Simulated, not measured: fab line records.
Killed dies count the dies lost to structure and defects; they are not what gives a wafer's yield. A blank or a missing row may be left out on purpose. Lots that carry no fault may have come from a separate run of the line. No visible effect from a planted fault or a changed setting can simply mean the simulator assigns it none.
Chamber matching :: flow nand-harc :: 4 sister chambers for NHARC_A_M0_STRIP_18 on rie-diel-11
The step strips in N2/H2. 4 wafers are shown with their chamber, then 12 later ones without.

WAFERS PAIRED WITH THEIR CHAMBERS
wafer: L080.6
chamber: 3
drypump-motor-current-A (A): 5.45

wafer: L087.3
chamber: 2
drypump-motor-current-A (A): 5.45

wafer: L090.3
chamber: 1
drypump-motor-current-A (A): 4.98

wafer: L090.4
chamber: 0
drypump-motor-current-A (A): 5.70

WAFERS WITHOUT THEIR CHAMBER
wafer: L091.1
drypump-motor-current-A (A): 5.45

wafer: L091.3
drypump-motor-current-A (A): 4.99

wafer: L091.5
drypump-motor-current-A (A): 5.73

wafer: L095.1
drypump-motor-current-A (A): 5.46

wafer: L095.3
drypump-motor-current-A (A): 5.45

wafer: L095.4
drypump-motor-current-A (A): 5.71

wafer: L097.1
drypump-motor-current-A (A): 5.49

wafer: L097.5
drypump-motor-current-A (A): 4.98

wafer: L097.6
drypump-motor-current-A (A): 5.74

wafer: L096.1
drypump-motor-current-A (A): 4.97

wafer: L096.2
drypump-motor-current-A (A): 5.48

wafer: L096.3
drypump-motor-current-A (A): 5.77

CHAMBER TAKEN BY EACH
wafer: L091.1
from the rows above: can't be placed: 2 or 3
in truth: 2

wafer: L091.3
from the rows above: 1
in truth: 1

wafer: L091.5
from the rows above: 0
in truth: 0

wafer: L095.1
from the rows above: can't be placed: 2 or 3
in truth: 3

wafer: L095.3
from the rows above: can't be placed: 2 or 3
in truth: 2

wafer: L095.4
from the rows above: 0
in truth: 0

wafer: L097.1
from the rows above: can't be placed: 2 or 3
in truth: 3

wafer: L097.5
from the rows above: 1
in truth: 1

wafer: L097.6
from the rows above: 0
in truth: 0

wafer: L096.1
from the rows above: 1
in truth: 1

wafer: L096.2
from the rows above: can't be placed: 2 or 3
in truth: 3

wafer: L096.3
from the rows above: 0
in truth: 0
7 of 12 placed correctly. Cannot be placed on the basis of these rows: 5; the candidates contain the true chamber in 5. Number placed wrongly: 0.
How it was worked out, from the rows above alone: a wafer's distance from a chamber is the root of the sum, over the readings, of the square of ((its reading less the chamber's mean) divided by the reading's scatter). If the next closest chamber is less than 2 further off than the closest, the wafer can't be placed; otherwise it belongs to the closest. The mean given for a chamber averages the wafers shown for that chamber. The scatter: root of mean squared gap, hidden wafer to nearest shown wafer, with one shown wafer a chamber.
